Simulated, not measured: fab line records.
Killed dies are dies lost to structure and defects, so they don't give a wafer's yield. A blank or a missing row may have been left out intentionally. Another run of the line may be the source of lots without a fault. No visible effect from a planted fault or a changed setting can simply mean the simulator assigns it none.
Which tool was responsible? :: flow n5_finfet :: 29 wafers sampled from 10 lots at 1 step of a route of 1938

## WHAT EACH GAUGE READ, for each wafer
N5_BEOL_M8_INSPECT_13: inspects for defects (brightfield). Usual: 438 for raw_defect_count, sd 93.
lot: L388
measured: day 10 02:59
on: defect_inspect-02
raw_defect_count: 400 386 374
flag: 

lot: L395
measured: day 10 23:01
on: defect_inspect-01
raw_defect_count: 659 497 736
flag: 

lot: L393
measured: day 11 07:08
on: defect_inspect-01
raw_defect_count: 627 434 561
flag: 

lot: L397
measured: day 11 09:49
on: defect_inspect-01
raw_defect_count: 444 581
flag: 

lot: L398
measured: day 12 03:40
on: defect_inspect-01
raw_defect_count: 482 432 536
flag: 

lot: L402
measured: day 12 20:47
on: defect_inspect-02
raw_defect_count: 554 584 472
flag: 

lot: L403
measured: day 13 13:58
on: defect_inspect-02
raw_defect_count: 325 617 411
flag: 

lot: L406
measured: day 13 14:18
on: defect_inspect-01
raw_defect_count: 647 401 448
flag: 

lot: L407
measured: day 14 02:17
on: defect_inspect-01
raw_defect_count: 518 527 414
flag: 

lot: L409
measured: day 15 08:01
on: defect_inspect-02
raw_defect_count: 394 426 359
flag: 

## WHICH TOOL RAN EACH LOT (tool, then ch and the chambers of the sampled wafers, then the start)
The record holds no process step before these readings.

## WHAT THE TOOLS THEMSELVES READ (means of the sampled wafers that have a number; where no wafer has one, the mark that the record gives instead)
The record holds no such reading with a usual standard deviation.

## THE ANSWER, worked out from the rows above alone
Rule: lot off if the mean of its wafers having a number is beyond 3 standard deviations from the usual mean. A lot without any number at a reading at which 4 lots or more have one is off too. All remaining lots with rows at the step are treated as sound. The gauges are gone through in route order, then the tools' own readings, and for those a lot's mean is taken as printed above. The first step at which some lot is off is used, and at that step the reading that is off furthest; a lot without a number counts as furthest.
No lot is off on any of the readings shown, so nothing can be concluded from this.

## WHAT THE SIMULATOR PUT IN
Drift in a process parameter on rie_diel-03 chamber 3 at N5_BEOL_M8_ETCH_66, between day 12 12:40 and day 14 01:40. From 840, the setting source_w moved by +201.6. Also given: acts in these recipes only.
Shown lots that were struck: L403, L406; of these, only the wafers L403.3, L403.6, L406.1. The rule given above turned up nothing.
